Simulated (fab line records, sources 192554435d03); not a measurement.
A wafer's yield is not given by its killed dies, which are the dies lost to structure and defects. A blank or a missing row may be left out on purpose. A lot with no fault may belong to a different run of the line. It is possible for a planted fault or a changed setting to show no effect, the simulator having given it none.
Which tool is to blame? + flow n5 finfet + 72 wafers from 24 lots sampled at 6 of the route's 1938 steps

== WHAT THE GAUGES READ, wafer by wafer ==
N5_BEOL_M2_RS_MEAS_58: a four-point-probe measurement.
| lot  | measured     | on            | M2_RS (ohm/sq)    |
|------|--------------|---------------|-------------------|
| L074 | day 6 18:17  | film metro-02 | 0.696 0.670 0.699 |
| L075 | day 7 09:17  | film metro-02 | 0.621 0.628 0.659 |
| L076 | day 7 09:26  | film metro-01 | 0.662 0.708 0.677 |
| L077 | day 7 11:15  | film metro-02 | 0.630 0.630 0.626 |
| L078 | day 7 20:38  | film metro-01 | 0.665 0.652 0.684 |
| L079 | day 8 04:38  | film metro-02 | 0.659 0.675 0.660 |
| L080 | day 8 12:01  | film metro-01 | 0.630 0.659 0.646 |
| L081 | day 8 18:22  | film metro-02 | 0.662 0.620 0.696 |
| L082 | day 8 22:08  | film metro-01 | 0.636 0.669 0.633 |
| L083 | day 9 06:32  | film metro-01 | 0.679 0.715 0.672 |
| L084 | day 9 18:25  | film metro-01 | 0.654 0.701 0.699 |
| L085 | day 10 01:49 | film metro-01 | 0.716 0.714 0.671 |
| L086 | day 10 03:34 | film metro-01 | 0.699 0.702 0.696 |
| L088 | day 10 12:58 | film metro-02 | 0.651 0.638 0.698 |
| L089 | day 10 19:52 | film metro-01 | 0.653 0.665 0.651 |
| L087 | day 10 19:56 | film metro-02 | 0.629 0.620 0.631 |
| L090 | day 10 20:53 | film metro-01 | 0.665 0.683 0.676 |
| L091 | day 10 23:54 | film metro-01 | 0.642 0.662 0.662 |
| L092 | day 11 11:55 | film metro-02 | 0.668 0.686 0.683 |
| L093 | day 11 11:35 | film metro-02 | 0.655 0.668 0.672 |
| L094 | day 12 07:49 | film metro-02 | 0.659 0.656 0.657 |
| L095 | day 12 17:16 | film metro-02 | 0.685 0.635 0.647 |
| L096 | day 12 20:38 | film metro-01 | 0.692 0.667 0.683 |
| L097 | day 12 22:38 | film metro-01 | 0.647 0.644 0.651 |

N5_BEOL_M3_THK_MEAS_01.
| lot  | measured     | on            | M3_ILD_THK (nm) |
|------|--------------|---------------|-----------------|
| L074 | day 6 18:25  | film metro-02 | 78.1 78.6 79.2  |
| L075 | day 7 09:25  | film metro-02 | 79.5 80.0 81.5  |
| L076 | day 7 09:34  | film metro-01 | 79.0 79.5 78.7  |
| L077 | day 7 11:23  | film metro-01 | 77.3 77.6 79.5  |
| L078 | day 7 20:46  | film metro-01 | 78.5 79.3 81.4  |
| L079 | day 8 04:46  | film metro-02 | 76.9 80.8 78.5  |
| L080 | day 8 12:08  | film metro-01 | 78.6 79.8 80.9  |
| L081 | day 8 18:30  | film metro-01 | 79.0 79.8 80.9  |
| L082 | day 8 22:16  | film metro-01 | 77.9 79.7 80.4  |
| L083 | day 9 06:40  | film metro-01 | 79.1 79.4 80.3  |
| L084 | day 9 18:33  | film metro-02 | 78.2 78.2 79.5  |
| L085 | day 10 01:56 | film metro-02 | 79.1 80.9 79.6  |
| L086 | day 10 03:41 | film metro-02 | 78.4 81.1 79.5  |
| L088 | day 10 13:07 | film metro-01 | 78.9 79.1 79.2  |
| L089 | day 10 19:59 | film metro-01 | 78.1 79.8 79.0  |
| L087 | day 10 20:04 | film metro-02 | 78.1 79.6 78.7  |
| L090 | day 10 21:01 | film metro-01 | 78.1 77.3 79.4  |
| L091 | day 11 00:02 | film metro-02 | 78.8 79.2 79.6  |
| L092 | day 11 12:03 | film metro-02 | 78.0 80.3 80.0  |
| L093 | day 11 11:43 | film metro-02 | 79.1 80.7 79.2  |
| L094 | day 12 07:57 | film metro-02 | 78.8 77.9 79.7  |
| L095 | day 12 17:26 | film metro-02 | 79.1 81.4 81.5  |
| L096 | day 12 20:46 | film metro-02 | 79.1 77.8 80.0  |
| L097 | day 12 22:46 | film metro-01 | 79.6 80.8 79.9  |

N5_BEOL_M3_INSPECT_13: inspects for defects (brightfield).
| lot  | measured     | on                | raw defect count |
|------|--------------|-------------------|------------------|
| L074 | day 6 19:52  | defect inspect-01 | 322 422 423      |
| L075 | day 7 12:58  | defect inspect-02 | 370 306 356      |
| L076 | day 7 13:00  | defect inspect-01 | 437 378 357      |
| L077 | day 7 13:02  | defect inspect-02 | 636 453 573      |
| L078 | day 7 22:53  | defect inspect-02 | 386 303 397      |
| L079 | day 8 08:04  | defect inspect-02 | 443 446 312      |
| L080 | day 8 14:51  | defect inspect-01 | 330 356 406      |
| L081 | day 8 19:37  | defect inspect-02 | 377 331 513      |
| L082 | day 9 00:52  | defect inspect-01 | 292 294 310      |
| L083 | day 9 09:20  | defect inspect-02 | 426 454 462      |
| L084 | day 9 19:14  | defect inspect-02 | 261 318 259      |
| L085 | day 10 03:07 | defect inspect-01 | 300 366 251      |
| L086 | day 10 06:51 | defect inspect-02 | 394 254 316      |
| L088 | day 10 14:52 | defect inspect-01 | 537 493 354      |
| L089 | day 10 20:58 | defect inspect-01 | 423 413 519      |
| L087 | day 10 21:31 | defect inspect-01 | 296 426 407      |
| L090 | day 10 23:25 | defect inspect-01 | 290 372 328      |
| L091 | day 11 02:44 | defect inspect-01 | 422 518 402      |
| L092 | day 11 14:50 | defect inspect-01 | 397 401 359      |
| L093 | day 11 14:44 | defect inspect-01 | 465 436 456      |
| L094 | day 12 11:05 | defect inspect-02 | 418 331 315      |
| L095 | day 12 19:03 | defect inspect-02 | 418 580 447      |
| L096 | day 12 22:06 | defect inspect-02 | 312 327 304      |
| L097 | day 13 00:46 | defect inspect-01 | 369 370 374      |

== TOOL THAT RAN EACH LOT (tool first, then ch and the chambers of the sampled wafers, then the start) ==
| lot  | N5_BEOL_M2_VIA_ETCH_34             | N5_BEOL_M2_SURFACE_TREAT_85  | N5_BEOL_M3_HM_DEP_02         |
|------|------------------------------------|------------------------------|------------------------------|
| L074 | rie diel-04 ch 0,1,3, day 6 14:14  | pvd sputter-03, day 6 15:07  | pvd sputter-03, day 6 19:16  |
| L075 | rie diel-04 ch 0,1,2, day 7 05:15  | pvd sputter-01, day 7 06:14  | pvd sputter-01, day 7 12:22  |
| L076 | rie diel-06 ch 0,1,2, day 7 05:30  | pvd sputter-02, day 7 06:21  | pvd sputter-03, day 7 12:24  |
| L077 | rie diel-05 ch 0,1,2, day 7 05:52  | pvd sputter-01, day 7 08:12  | pvd sputter-01, day 7 12:28  |
| L078 | rie diel-05 ch 0,3, day 7 15:20    | pvd sputter-03, day 7 16:31  | pvd sputter-02, day 7 22:24  |
| L079 | rie diel-04 ch 0,1,3, day 8 00:14  | pvd sputter-02, day 8 01:14  | pvd sputter-02, day 8 07:35  |
| L080 | rie diel-04 ch 0,1,3, day 8 07:11  | pvd sputter-03, day 8 08:59  | pvd sputter-02, day 8 14:15  |
| L081 | rie diel-05 ch 0,2,3, day 8 14:15  | pvd sputter-01, day 8 15:08  | pvd sputter-02, day 8 19:08  |
| L082 | rie diel-06 ch 0,2, day 8 17:31    | pvd sputter-02, day 8 19:01  | pvd sputter-01, day 9 00:23  |
| L083 | rie diel-05 ch 1,2,3, day 8 21:26  | pvd sputter-01, day 9 00:29  | pvd sputter-02, day 9 08:50  |
| L084 | rie diel-06 ch 0,2,3, day 9 12:33  | pvd sputter-03, day 9 13:32  | pvd sputter-03, day 9 18:46  |
| L085 | rie diel-06 ch 1,2,3, day 9 21:46  | pvd sputter-01, day 9 22:37  | pvd sputter-02, day 10 02:38 |
| L086 | rie diel-06 ch 0,1, day 9 22:13    | pvd sputter-03, day 9 23:37  | pvd sputter-01, day 10 05:14 |
| L088 | rie diel-04 ch 0,2,3, day 10 07:49 | pvd sputter-01, day 10 09:07 | pvd sputter-02, day 10 14:23 |
| L089 | rie diel-04 ch 1,2,3, day 10 15:45 | pvd sputter-02, day 10 16:49 | pvd sputter-01, day 10 20:29 |
| L087 | rie diel-05 ch 0,1,2, day 10 15:47 | pvd sputter-01, day 10 16:51 | pvd sputter-03, day 10 20:55 |
| L090 | rie diel-06 ch 0,1,2, day 10 15:49 | pvd sputter-02, day 10 16:57 | pvd sputter-01, day 10 22:55 |
| L091 | rie diel-04 ch 1,2,3, day 10 19:32 | pvd sputter-01, day 10 20:43 | pvd sputter-02, day 11 02:07 |
| L092 | rie diel-06 ch 1,2, day 11 06:03   | pvd sputter-02, day 11 08:31 | pvd sputter-03, day 11 14:21 |
| L093 | rie diel-04 ch 0,2,3, day 11 06:11 | pvd sputter-02, day 11 08:29 | pvd sputter-03, day 11 14:15 |
| L094 | rie diel-05 ch 0,1,2, day 12 03:33 | pvd sputter-03, day 12 04:39 | pvd sputter-03, day 12 10:37 |
| L095 | rie diel-06 ch 0,2,3, day 12 11:27 | pvd sputter-02, day 12 12:48 | pvd sputter-03, day 12 18:34 |
| L096 | rie diel-06 ch 2,3, day 12 15:18   | pvd sputter-02, day 12 16:31 | pvd sputter-01, day 12 21:30 |
| L097 | rie diel-04 ch 0,2,3, day 12 18:31 | pvd sputter-02, day 12 19:23 | pvd sputter-03, day 13 00:17 |
- N5_BEOL_M2_VIA_ETCH_34: etches the open film in C4F6/O2, target depth 69.4 nm, time 65.9 s.
- N5_BEOL_M2_SURFACE_TREAT_85
- N5_BEOL_M3_HM_DEP_02: deposits TiN, target thk 20 nm.

== AS READ BY THE TOOLS THEMSELVES (means over the sampled wafers that have a number; for cases with no such wafer, the mark the record gives instead) ==
N5_BEOL_M2_VIA_ETCH_34.
| lot  | tool        | O2_flow_sccm (sccm) | drypump motor current A (A) | oes product au (a.u.) | rf vpp V (V) | showerhead plenum p Torr (Torr) | throttle valve pct (%) |
|------|-------------|---------------------|-----------------------------|-----------------------|--------------|---------------------------------|------------------------|
| L074 | rie diel-04 | 9.991               | 5.7                         | 0.81                  | 674          | 2.90                            | 30.50                  |
| L075 | rie diel-04 | 10.007              | 5.8                         | 0.86                  | 674          | 2.89                            | 30.62                  |
| L076 | rie diel-06 | 9.973               | 6.0                         | 0.79                  | 662          | 2.86                            | 30.59                  |
| L077 | rie diel-05 | 9.994               | 5.5                         | 0.88                  | 669          | 2.96                            | 30.41                  |
| L078 | rie diel-05 | 10.023              | 5.6                         | 0.75                  | 668          | 2.87                            | 30.82                  |
| L079 | rie diel-04 | 10.003              | 5.7                         | 0.90                  | 675          | 2.90                            | 30.43                  |
| L080 | rie diel-04 | 9.997               | 5.7                         | 0.90                  | 673          | 2.90                            | 30.42                  |
| L081 | rie diel-05 | 10.007              | 5.6                         | 0.83                  | 667          | 2.90                            | 30.53                  |
| L082 | rie diel-06 | 10.016              | 5.8                         | 0.74                  | 658          | 2.80                            | 30.58                  |
| L083 | rie diel-05 | 9.999               | 5.8                         | 0.77                  | 670          | 2.88                            | 30.46                  |
| L084 | rie diel-06 | 10.026              | 6.0                         | 0.72                  | 660          | 2.74                            | 30.53                  |
| L085 | rie diel-06 | 10.021              | 6.2                         | 0.76                  | 663          | 2.80                            | 30.57                  |
| L086 | rie diel-06 | 10.015              | 6.1                         | 0.76                  | 660          | 2.88                            | 30.53                  |
| L088 | rie diel-04 | 9.975               | 5.6                         | 0.86                  | 675          | 2.88                            | 30.67                  |
| L089 | rie diel-04 | 9.993               | 5.8                         | 0.85                  | 670          | 2.88                            | 30.56                  |
| L087 | rie diel-05 | 9.996               | 5.5                         | 0.82                  | 668          | 2.95                            | 30.43                  |
| L090 | rie diel-06 | 10.009              | 6.0                         | 0.77                  | 661          | 2.85                            | 30.62                  |
| L091 | rie diel-04 | 10.015              | 5.8                         | 0.85                  | 671          | 2.88                            | 30.56                  |
| L092 | rie diel-06 | 9.974               | 5.9                         | 0.77                  | 663          | 2.81                            | 30.71                  |
| L093 | rie diel-04 | 10.019              | 5.6                         | 0.84                  | 675          | 2.88                            | 30.68                  |
| L094 | rie diel-05 | 9.986               | 5.5                         | 0.81                  | 668          | 2.94                            | 30.45                  |
| L095 | rie diel-06 | 9.999               | 6.0                         | 0.80                  | 664          | 2.85                            | 30.43                  |
| L096 | rie diel-06 | 9.978               | 6.3                         | 0.88                  | 669          | 2.91                            | 30.27                  |
| L097 | rie diel-04 | 9.980               | 5.6                         | 0.82                  | 673          | 2.87                            | 30.70                  |

N5_BEOL_M3_HM_DEP_02.
| lot  | tool           | throttle valve pct (%) |
|------|----------------|------------------------|
| L074 | pvd sputter-03 | 29.9                   |
| L075 | pvd sputter-01 | 30.5                   |
| L076 | pvd sputter-03 | 29.9                   |
| L077 | pvd sputter-01 | 30.9                   |
| L078 | pvd sputter-02 | 30.3                   |
| L079 | pvd sputter-02 | 30.1                   |
| L080 | pvd sputter-02 | 30.7                   |
| L081 | pvd sputter-02 | 29.8                   |
| L082 | pvd sputter-01 | 29.9                   |
| L083 | pvd sputter-02 | 30.7                   |
| L084 | pvd sputter-03 | 29.9                   |
| L085 | pvd sputter-02 | 29.8                   |
| L086 | pvd sputter-01 | 31.1                   |
| L088 | pvd sputter-02 | 30.7                   |
| L089 | pvd sputter-01 | 30.7                   |
| L087 | pvd sputter-03 | 29.6                   |
| L090 | pvd sputter-01 | 30.4                   |
| L091 | pvd sputter-02 | 29.7                   |
| L092 | pvd sputter-03 | 29.4                   |
| L093 | pvd sputter-03 | 30.0                   |
| L094 | pvd sputter-03 | 30.0                   |
| L095 | pvd sputter-03 | 29.7                   |
| L096 | pvd sputter-01 | 30.2                   |
| L097 | pvd sputter-03 | 30.5                   |

== THE ANSWER, worked out from the rows above alone ==
Rule: usual is defined by the lots themselves. The widest of any qualifying gaps counts: lots, ordered by their means at a reading, are off when they make up no more than a third of the lots, leave a main group of 4 or more, and stand apart from it by 3 or more times the standard deviation of that group's means. Not used: any main group whose means are identical at the precision the tables above print for the reading. A lot without any number at a reading at which 4 lots or more have one is off too. All remaining lots with rows at the step are treated as sound. The gauges are gone through in route order, then the tools' own readings, and for those a lot's mean is taken as printed above. The first step at which some lot is off is used, and at that step the reading that is off furthest; a lot without a number counts as furthest.
Nothing can be told from this: no lot is off at any reading shown.

== WHAT THE SIMULATOR PUT IN ==
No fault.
